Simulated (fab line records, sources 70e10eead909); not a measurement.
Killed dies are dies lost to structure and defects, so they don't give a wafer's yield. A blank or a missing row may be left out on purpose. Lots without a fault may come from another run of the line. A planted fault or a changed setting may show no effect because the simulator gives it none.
Which tool did it? | flow nand_harc | 24 lots, 72 wafers sampled, at 6 steps of a route of 1302

WHAT THE GAUGES READ, wafer by wafer
The record holds no reading of a measuring or inspecting step that can be judged against a usual standard deviation.

WHICH TOOL RAN EACH LOT (tool, then ch and the chambers of the sampled wafers, then the start)
lot  | NHARC_A_STAIRCASE_ETCH_192                    | NHARC_A_STAIRCASE_STRIP_205          | NHARC_A_STAIRCASE_ETCH_227                    | NHARC_A_STAIRCASE_TRIM_231                    | NHARC_A_STAIRCASE_ETCH_232                    | NHARC_A_STAIRCASE_STRIP_254
L074 | rie_diel-01 ch 0,1,3, day 16 03:52 or earlier | plasma_asher-01 ch 0,1, day 16 03:52 | rie_diel-01 ch 0,1,2, day 16 09:38 or earlier | rie_diel-01 ch 0,2,3, day 16 09:38 or earlier | rie_diel-01 ch 0,1,3, day 16 09:38 or earlier | plasma_asher-02 ch 0,1, day 16 09:38
L075 | rie_diel-06 ch 0,1,3, day 16 09:41 or earlier | plasma_asher-01 ch 0,1, day 16 09:41 | rie_diel-06 ch 0,1,2, day 16 14:59 or earlier | rie_diel-06 ch 1,2,3, day 16 14:59 or earlier | rie_diel-06 ch 1,2,3, day 16 14:59 or earlier | plasma_asher-01 ch 0,1, day 16 14:59
L076 | rie_diel-04 ch 0,1,3, day 16 10:46 or earlier | plasma_asher-01 ch 0,1, day 16 10:46 | rie_diel-01 ch 0,1,3, day 16 16:03 or earlier | rie_diel-01 ch 0,2,3, day 16 16:03 or earlier | rie_diel-01 ch 1,2,3, day 16 16:03 or earlier | plasma_asher-02 ch 0,1, day 16 16:03
L077 | rie_diel-04 ch 0,2,3, day 17 00:52 or earlier | plasma_asher-01 ch 0,1, day 17 00:52 | rie_diel-06 ch 0,1,2, day 17 07:32 or earlier | rie_diel-04 ch 0,2,3, day 17 07:32 or earlier | rie_diel-04 ch 1,2,3, day 17 07:32 or earlier | plasma_asher-01 ch 0,1, day 17 07:32
L078 | rie_diel-06 ch 0,1,3, day 17 15:31 or earlier | plasma_asher-01 ch 0,1, day 17 15:31 | rie_diel-04 ch 0,1,2, day 17 20:46 or earlier | rie_diel-01 ch 0,1,3, day 17 20:46 or earlier | rie_diel-01 ch 0,3, day 17 20:46 or earlier   | plasma_asher-02 ch 0,1, day 17 20:46
L079 | rie_diel-06 ch 1,2, day 18 01:22 or earlier   | plasma_asher-01 ch 0,1, day 18 01:22 | rie_diel-04 ch 2,3, day 18 07:19 or earlier   | rie_diel-06 ch 0,1,3, day 18 07:19 or earlier | rie_diel-06 ch 0,3, day 18 07:19 or earlier   | plasma_asher-01 ch 0,1, day 18 07:19
L080 | rie_diel-04 ch 0,2,3, day 18 09:26 or earlier | plasma_asher-01 ch 0,1, day 18 09:26 | rie_diel-01 ch 0,2,3, day 18 14:40 or earlier | rie_diel-06 ch 1,2,3, day 18 14:40 or earlier | rie_diel-06 ch 0,1,3, day 18 14:40 or earlier | plasma_asher-01 ch 0,1, day 18 14:40
L082 | rie_diel-01 ch 0,2,3, day 18 23:19 or earlier | plasma_asher-01 ch 0,1, day 18 23:19 | rie_diel-06 ch 0,3, day 19 07:56 or earlier   | rie_diel-04 ch 1,2,3, day 19 07:56 or earlier | rie_diel-04 ch 1,2,3, day 19 07:56 or earlier | plasma_asher-02 ch 0,1, day 19 07:56
L081 | rie_diel-01 ch 1,2,3, day 19 00:26 or earlier | plasma_asher-01 ch 0,1, day 19 00:26 | rie_diel-01 ch 1,3, day 19 07:57 or earlier   | rie_diel-06 ch 2,3, day 19 07:57 or earlier   | rie_diel-06 ch 0,2,3, day 19 07:57 or earlier | plasma_asher-01 ch 0,1, day 19 07:57
L085 | rie_diel-06 ch 0,2,3, day 20 03:54 or earlier | plasma_asher-02 ch 0,1, day 20 03:54 | rie_diel-04 ch 0,1,2, day 20 09:20 or earlier | rie_diel-04 ch 0,2,3, day 20 09:20 or earlier | rie_diel-04 ch 0,1,3, day 20 09:20 or earlier | plasma_asher-02 ch 0,1, day 20 09:20
L084 | rie_diel-04 ch 0,1,2, day 20 06:38 or earlier | plasma_asher-01 ch 0,1, day 20 06:38 | rie_diel-01 ch 0,3, day 20 12:18 or earlier   | rie_diel-01 ch 0,2, day 20 12:18 or earlier   | rie_diel-01 ch 0,2,3, day 20 12:18 or earlier | plasma_asher-01 ch 0, day 20 12:18
L083 | rie_diel-01 ch 0,1,3, day 20 07:07 or earlier | plasma_asher-02 ch 0,1, day 20 07:07 | rie_diel-06 ch 0,2,3, day 20 12:33 or earlier | rie_diel-06 ch 0,2, day 20 12:33 or earlier   | rie_diel-06 ch 1,2,3, day 20 12:33 or earlier | plasma_asher-02 ch 0,1, day 20 12:33
L086 | rie_diel-01 ch 1,2,3, day 21 11:40 or earlier | plasma_asher-01 ch 0,1, day 21 11:40 | rie_diel-04 ch 0,1,3, day 21 17:07 or earlier | rie_diel-06 ch 0,2,3, day 21 17:07 or earlier | rie_diel-06 ch 0,2, day 21 17:07 or earlier   | plasma_asher-01 ch 0,1, day 21 17:07
L087 | rie_diel-01 ch 1,2,3, day 21 13:25 or earlier | plasma_asher-01 ch 0,1, day 21 13:25 | rie_diel-06 ch 0,1,2, day 21 19:01 or earlier | rie_diel-01 ch 1,2,3, day 21 19:01 or earlier | rie_diel-01 ch 1,2,3, day 21 19:01 or earlier | plasma_asher-02 ch 0,1, day 21 19:01
L088 | rie_diel-06 ch 1,2,3, day 21 22:14 or earlier | plasma_asher-02 ch 0,1, day 21 22:14 | rie_diel-06 ch 1,2,3, day 22 03:35 or earlier | rie_diel-04 ch 0,1, day 22 03:35 or earlier   | rie_diel-04 ch 0,3, day 22 03:35 or earlier   | plasma_asher-01 ch 0,1, day 22 03:35
L089 | rie_diel-01 ch 1,2,3, day 21 23:39 or earlier | plasma_asher-02 ch 0,1, day 21 23:39 | rie_diel-06 ch 0,2,3, day 22 05:02 or earlier | rie_diel-06 ch 0,1,2, day 22 05:02 or earlier | rie_diel-06 ch 0,1,2, day 22 05:02 or earlier | plasma_asher-02 ch 0,1, day 22 05:02
L090 | rie_diel-01 ch 0,3, day 22 12:05 or earlier   | plasma_asher-01 ch 0,1, day 22 12:05 | rie_diel-06 ch 1,2,3, day 22 17:53 or earlier | rie_diel-06 ch 0,1, day 22 17:53 or earlier   | rie_diel-06 ch 0,1,3, day 22 17:53 or earlier | plasma_asher-01 ch 0,1, day 22 17:53
L091 | rie_diel-06 ch 0,1, day 23 08:46 or earlier   | plasma_asher-01 ch 0,1, day 23 08:46 | rie_diel-06 ch 0,1,2, day 23 14:46 or earlier | rie_diel-01 ch 0,1,2, day 23 14:46 or earlier | rie_diel-01 ch 0,2,3, day 23 14:46 or earlier | plasma_asher-02 ch 0,1, day 23 14:46
L092 | rie_diel-01 ch 0,3, day 23 16:19 or earlier   | plasma_asher-02 ch 0,1, day 23 16:19 | rie_diel-06 ch 0,1,2, day 23 21:47 or earlier | rie_diel-04 ch 2,3, day 23 21:47 or earlier   | rie_diel-04 ch 0,1, day 23 21:47 or earlier   | plasma_asher-01 ch 0,1, day 23 21:47
L093 | rie_diel-01 ch 1,2,3, day 23 19:20 or earlier | plasma_asher-01 ch 0,1, day 23 19:20 | rie_diel-01 ch 1,2, day 24 00:39 or earlier   | rie_diel-01 ch 0,3, day 24 00:39 or earlier   | rie_diel-01 ch 1,3, day 24 00:39 or earlier   | plasma_asher-02 ch 0,1, day 24 00:39
L094 | rie_diel-04 ch 2,3, day 24 13:11 or earlier   | plasma_asher-02 ch 0,1, day 24 13:11 | rie_diel-04 ch 1,2,3, day 24 18:49 or earlier | rie_diel-04 ch 2,3, day 24 18:49 or earlier   | rie_diel-04 ch 1,2, day 24 18:49 or earlier   | plasma_asher-01 ch 0,1, day 24 18:49
L095 | rie_diel-04 ch 0,3, day 25 03:31 or earlier   | plasma_asher-02 ch 0,1, day 25 03:31 | rie_diel-01 ch 0,1,2, day 25 09:13 or earlier | rie_diel-01 ch 0,3, day 25 09:13 or earlier   | rie_diel-01 ch 2,3, day 25 09:13 or earlier   | plasma_asher-01 ch 0,1, day 25 09:13
L096 | rie_diel-01 ch 1,2,3, day 25 03:39 or earlier | plasma_asher-01 ch 0,1, day 25 03:39 | rie_diel-04 ch 0,2, day 25 09:31 or earlier   | rie_diel-01 ch 0,1,2, day 25 09:31 or earlier | rie_diel-01 ch 0,1,3, day 25 09:31 or earlier | plasma_asher-02 ch 0,1, day 25 09:31
L097 | rie_diel-06 ch 2,3, day 25 10:49 or earlier   | plasma_asher-01 ch 0,1, day 25 10:49 | rie_diel-06 ch 0,2,3, day 25 17:41 or earlier | rie_diel-06 ch 0,3, day 25 17:41 or earlier   | rie_diel-06 ch 0,1,2, day 25 17:41 or earlier | plasma_asher-01 ch 0,1, day 25 17:41
- NHARC_A_STAIRCASE_ETCH_192: etches the open film in C4F8/O2, target depth 100 nm, time 40.5 s.
- NHARC_A_STAIRCASE_STRIP_205: strips in O2.
- NHARC_A_STAIRCASE_ETCH_227: etches the open film in C4F8/O2, target depth 100 nm, time 40.5 s.
- NHARC_A_STAIRCASE_TRIM_231: chemistry O2, time 211.2 s.
- NHARC_A_STAIRCASE_ETCH_232: etches the open film in C4F8/O2, target depth 100 nm, time 40.5 s.
- NHARC_A_STAIRCASE_STRIP_254: strips in O2.

WHAT THE TOOLS THEMSELVES READ (means of the sampled wafers that have a number; where no wafer has one, the mark that the record gives instead)
NHARC_A_STAIRCASE_ETCH_192. Usual: bias_w 1000 W, standard deviation 3.1; oes_product_au 0.942 a.u., standard deviation 0.0091; rf_vpp_V 898 V, standard deviation 6.
lot  | tool        | bias_w (W) | oes_product_au (a.u.) | rf_vpp_V (V) | flag
L074 | rie_diel-01 | 999        | 0.933                 | 896          |
L075 | rie_diel-06 | 1001       | 0.943                 | 902          |
L076 | rie_diel-04 | 999        | 0.942                 | 897          |
L077 | rie_diel-04 | 1000       | 0.946                 | 898          |
L078 | rie_diel-06 | 1001       | 0.942                 | 901          |
L079 | rie_diel-06 | 1001       | 0.944                 | 900          |
L080 | rie_diel-04 | 1003       | 0.940                 | 898          |
L082 | rie_diel-01 | 999        | 0.948                 | 900          |
L081 | rie_diel-01 | 998        | 0.944                 | 901          |
L085 | rie_diel-06 | 998        | 0.946                 | 899          |
L084 | rie_diel-04 | 1000       | 0.930                 | 893          |
L083 | rie_diel-01 | 1004       | 0.952                 | 896          |
L086 | rie_diel-01 | 1001       | 0.926                 | 901          |
L087 | rie_diel-01 | 1003       | 0.937                 | 901          |
L088 | rie_diel-06 | 999        | 0.947                 | 901          |
L089 | rie_diel-01 | 1000       | 0.941                 | 901          |
L090 | rie_diel-01 | 1003       | 0.949                 | 896          |
L091 | rie_diel-06 | 1000       | 0.926                 | 898          |
L092 | rie_diel-01 | 997        | 0.948                 | 895          |
L093 | rie_diel-01 | 1001       | 0.953                 | 900          |
L094 | rie_diel-04 | 999        | 0.948                 | 903          |
L095 | rie_diel-04 | 1001       | 0.947                 | 894          |
L096 | rie_diel-01 | 998        | 0.951                 | 899          |
L097 | rie_diel-06 | 999        | 0.938                 | 900          |

NHARC_A_STAIRCASE_STRIP_205. Usual: drypump_motor_current_A 5.5 A, standard deviation 0.33; heater_power_w 313 W, standard deviation 41.
lot  | tool            | drypump_motor_current_A (A) | heater_power_w (W) | flag
L074 | plasma_asher-01 | 5.5                         | 290                |
L075 | plasma_asher-01 | 5.3                         | 289                |
L076 | plasma_asher-01 | 5.5                         | 292                |
L077 | plasma_asher-01 | 5.4                         | 292                |
L078 | plasma_asher-01 | 5.3                         | 288                |
L079 | plasma_asher-01 | 5.3                         | 290                |
L080 | plasma_asher-01 | 5.3                         | 290                |
L082 | plasma_asher-01 | 5.5                         | 289                |
L081 | plasma_asher-01 | 5.3                         | 292                |
L085 | plasma_asher-02 | 5.5                         | 381                |
L084 | plasma_asher-01 | 5.3                         | 289                |
L083 | plasma_asher-02 | 5.7                         | 352                |
L086 | plasma_asher-01 | 5.5                         | 288                |
L087 | plasma_asher-01 | 5.3                         | 286                |
L088 | plasma_asher-02 | 5.7                         | 356                |
L089 | plasma_asher-02 | 5.5                         | 376                |
L090 | plasma_asher-01 | 5.5                         | 291                |
L091 | plasma_asher-01 | 5.3                         | 289                |
L092 | plasma_asher-02 | 5.8                         | 359                |
L093 | plasma_asher-01 | 5.5                         | 299                |
L094 | plasma_asher-02 | 5.5                         | 378                |
L095 | plasma_asher-02 | 5.7                         | 363                |
L096 | plasma_asher-01 | 5.3                         | 296                |
L097 | plasma_asher-01 | 5.5                         | 302                |

NHARC_A_STAIRCASE_ETCH_227. Usual: bias_w 1000 W, standard deviation 3.4; oes_product_au 0.944 a.u., standard deviation 0.0096; rf_vpp_V 898 V, standard deviation 5.6.
lot  | tool        | bias_w (W) | oes_product_au (a.u.) | rf_vpp_V (V) | flag
L074 | rie_diel-01 | 1000       | 0.937                 | 891          |
L075 | rie_diel-06 | 1001       | 0.940                 | 900          |
L076 | rie_diel-01 | 999        | 0.944                 | 896          |
L077 | rie_diel-06 | 998        | 0.944                 | 900          |
L078 | rie_diel-04 | 1003       | 0.940                 | 894          |
L079 | rie_diel-04 | 1000       | 0.931                 | 904          |
L080 | rie_diel-01 | 1002       | 0.948                 | 900          |
L082 | rie_diel-06 | 1002       | 0.956                 | 897          |
L081 | rie_diel-01 | 999        | 0.943                 | 897          |
L085 | rie_diel-04 | 1004       | 0.946                 | 893          |
L084 | rie_diel-01 | 1000       | 0.950                 | 895          |
L083 | rie_diel-06 | 1000       | 0.953                 | 899          |
L086 | rie_diel-04 | 999        | 0.940                 | 896          |
L087 | rie_diel-06 | 1000       | 0.953                 | 899          |
L088 | rie_diel-06 | 1003       | 0.943                 | 902          |
L089 | rie_diel-06 | 1003       | 0.948                 | 899          |
L090 | rie_diel-06 | 995        | 0.950                 | 901          |
L091 | rie_diel-06 | 1000       | 0.928                 | 899          |
L092 | rie_diel-06 | 998        | 0.948                 | 898          |
L093 | rie_diel-01 | 1001       | 0.940                 | 901          |
L094 | rie_diel-04 | 1000       | 0.937                 | 898          |
L095 | rie_diel-01 | 996        | 0.943                 | 894          |
L096 | rie_diel-04 | 1000       | 0.940                 | 892          |
L097 | rie_diel-06 | 999        | 0.943                 | 897          |

NHARC_A_STAIRCASE_TRIM_231. Usual: drypump_motor_current_A 6.1 A, standard deviation 0.38; mfc_ar_sccm 0.009 sccm, standard deviation 0.0081; oes_product_au 1.001 a.u., standard deviation 0.0066; rf_vpp_V 57.9 V, standard deviation 0.91; showerhead_plenum_p_Torr 3.59 Torr, standard deviation 0.16; throttle_valve_pct 17.038 %, standard deviation 0.0083.
lot  | tool        | drypump_motor_current_A (A) | mfc_ar_sccm (sccm) | oes_product_au (a.u.) | rf_vpp_V (V) | showerhead_plenum_p_Torr (Torr) | throttle_valve_pct (%) | flag
L074 | rie_diel-01 | 5.9                         | 0.010              | 0.994                 | 58.0         | 3.49                            | 17.043                 |
L075 | rie_diel-06 | 6.4                         | 0.009              | 0.993                 | 58.2         | 3.71                            | 17.041                 |
L076 | rie_diel-01 | 5.9                         | 0.010              | 1.001                 | 58.2         | 3.49                            | 17.040                 |
L077 | rie_diel-04 | 6.0                         | 0.014              | 0.999                 | 57.9         | 3.60                            | 17.032                 |
L078 | rie_diel-01 | 5.7                         | 0.010              | 1.000                 | 57.2         | 3.54                            | 17.044                 |
L079 | rie_diel-06 | 6.3                         | 0.010              | 0.999                 | 57.9         | 3.67                            | 17.035                 |
L080 | rie_diel-06 | 6.4                         | 0.009              | 0.993                 | 58.0         | 3.70                            | 17.040                 |
L082 | rie_diel-04 | 6.0                         | 0.012              | 0.994                 | 57.8         | 3.61                            | 17.046                 |
L081 | rie_diel-06 | 6.5                         | 0.003              | 1.000                 | 57.1         | 3.68                            | 17.037                 |
L085 | rie_diel-04 | 6.0                         | 0.014              | 1.000                 | 57.2         | 3.59                            | 17.035                 |
L084 | rie_diel-01 | 6.0                         | 0.005              | 0.999                 | 58.4         | 3.66                            | 17.035                 |
L083 | rie_diel-06 | 6.3                         | 0.010              | 1.003                 | 58.6         | 3.56                            | 17.037                 |
L086 | rie_diel-06 | 6.3                         | 0.007              | 0.999                 | 58.0         | 3.60                            | 17.029                 |
L087 | rie_diel-01 | 5.8                         | 0.005              | 1.005                 | 58.0         | 3.65                            | 17.044                 |
L088 | rie_diel-04 | 6.3                         | 0.014              | 0.995                 | 57.1         | 3.39                            | 17.037                 |
L089 | rie_diel-06 | 6.3                         | 0.013              | 1.005                 | 57.9         | 3.61                            | 17.033                 |
L090 | rie_diel-06 | 6.1                         | 0.013              | 0.999                 | 57.9         | 3.58                            | 17.042                 |
L091 | rie_diel-01 | 5.7                         | 0.005              | 1.004                 | 57.2         | 3.52                            | 17.031                 |
L092 | rie_diel-04 | 5.8                         | 0.017              | 0.998                 | 58.8         | 3.72                            | 17.039                 |
L093 | rie_diel-01 | 5.7                         | 0.015              | 1.005                 | 57.9         | 3.49                            | 17.041                 |
L094 | rie_diel-04 | 6.0                         | 0.008              | 0.997                 | 57.5         | 3.65                            | 17.049                 |
L095 | rie_diel-01 | 5.8                         | 0.015              | 1.008                 | 57.6         | 3.62                            | 17.038                 |
L096 | rie_diel-01 | 5.7                         | 0.005              | 0.996                 | 57.6         | 3.52                            | 17.039                 |
L097 | rie_diel-06 | 6.3                         | 0.004              | 0.997                 | 58.2         | 3.62                            | 17.031                 |

NHARC_A_STAIRCASE_ETCH_232. Usual: bias_w 1000.0 W, standard deviation 2.7; oes_product_au 0.947 a.u., standard deviation 0.012; rf_vpp_V 898 V, standard deviation 5.9.
lot  | tool        | bias_w (W) | oes_product_au (a.u.) | rf_vpp_V (V) | flag
L074 | rie_diel-01 | 1002.1     | 0.944                 | 897          |
L075 | rie_diel-06 | 999.6      | 0.949                 | 902          |
L076 | rie_diel-01 | 998.9      | 0.943                 | 895          |
L077 | rie_diel-04 | 1000.8     | 0.924                 | 899          |
L078 | rie_diel-01 | 1002.2     | 0.968                 | 896          |
L079 | rie_diel-06 | 999.6      | 0.950                 | 901          |
L080 | rie_diel-06 | 999.6      | 0.955                 | 901          |
L082 | rie_diel-04 | 1000.8     | 0.956                 | 899          |
L081 | rie_diel-06 | 997.3      | 0.959                 | 899          |
L085 | rie_diel-04 | 998.9      | 0.937                 | 895          |
L084 | rie_diel-01 | 999.6      | 0.934                 | 900          |
L083 | rie_diel-06 | 999.3      | 0.947                 | 903          |
L086 | rie_diel-06 | 1001.1     | 0.952                 | 897          |
L087 | rie_diel-01 | 998.7      | 0.958                 | 900          |
L088 | rie_diel-04 | 1000.9     | 0.961                 | 900          |
L089 | rie_diel-06 | 996.0      | 0.944                 | 899          |
L090 | rie_diel-06 | 995.0      | 0.942                 | 900          |
L091 | rie_diel-01 | 1000.6     | 0.947                 | 900          |
L092 | rie_diel-04 | 999.8      | 0.959                 | 892          |
L093 | rie_diel-01 | 1003.6     | 0.931                 | 896          |
L094 | rie_diel-04 | 1003.3     | 0.932                 | 894          |
L095 | rie_diel-01 | 999.3      | 0.944                 | 904          |
L096 | rie_diel-01 | 1000.8     | 0.947                 | 895          |
L097 | rie_diel-06 | 998.3      | 0.941                 | 898          |

NHARC_A_STAIRCASE_STRIP_254. Usual: drypump_motor_current_A 5.5 A, standard deviation 0.35; heater_power_w 328 W, standard deviation 49.
lot  | tool            | drypump_motor_current_A (A) | heater_power_w (W) | flag
L074 | plasma_asher-02 | 5.5                         | 398                |
L075 | plasma_asher-01 | 5.5                         | 290                |
L076 | plasma_asher-02 | 5.7                         | 363                |
L077 | plasma_asher-01 | 5.4                         | 290                |
L078 | plasma_asher-02 | 5.8                         | 364                |
L079 | plasma_asher-01 | 5.5                         | 289                |
L080 | plasma_asher-01 | 5.4                         | 290                |
L082 | plasma_asher-02 | 5.5                         | 374                |
L081 | plasma_asher-01 | 5.3                         | 291                |
L085 | plasma_asher-02 | 5.5                         | 376                |
L084 | plasma_asher-01 | 5.1                         | 291                |
L083 | plasma_asher-02 | 5.5                         | 380                |
L086 | plasma_asher-01 | 5.3                         | 288                |
L087 | plasma_asher-02 | 5.7                         | 358                |
L088 | plasma_asher-01 | 5.3                         | 292                |
L089 | plasma_asher-02 | 5.5                         | 387                |
L090 | plasma_asher-01 | 5.5                         | 286                |
L091 | plasma_asher-02 | 5.5                         | 378                |
L092 | plasma_asher-01 | 5.3                         | 294                |
L093 | plasma_asher-02 | 5.5                         | 377                |
L094 | plasma_asher-01 | 5.3                         | 291                |
L095 | plasma_asher-01 | 5.3                         | 293                |
L096 | plasma_asher-02 | 5.5                         | 377                |
L097 | plasma_asher-01 | 5.3                         | 289                |

THE ANSWER, worked out from the rows above alone
Rule: a lot is off if the mean of its wafers that have a number lies more than 3 standard deviations from the usual mean. A lot without any number at a reading at which 4 lots or more have one is off too. The other lots that the step has rows for count as sound. The gauges are gone through in route order, then the tools' own readings, and for those a lot's mean is taken as printed above. The first step at which some lot is off is used, and at that step the reading that is off furthest; a lot without a number counts as furthest.
No lot is off at any reading shown: from this, nothing can be told.

WHAT THE SIMULATOR HAD PUT IN
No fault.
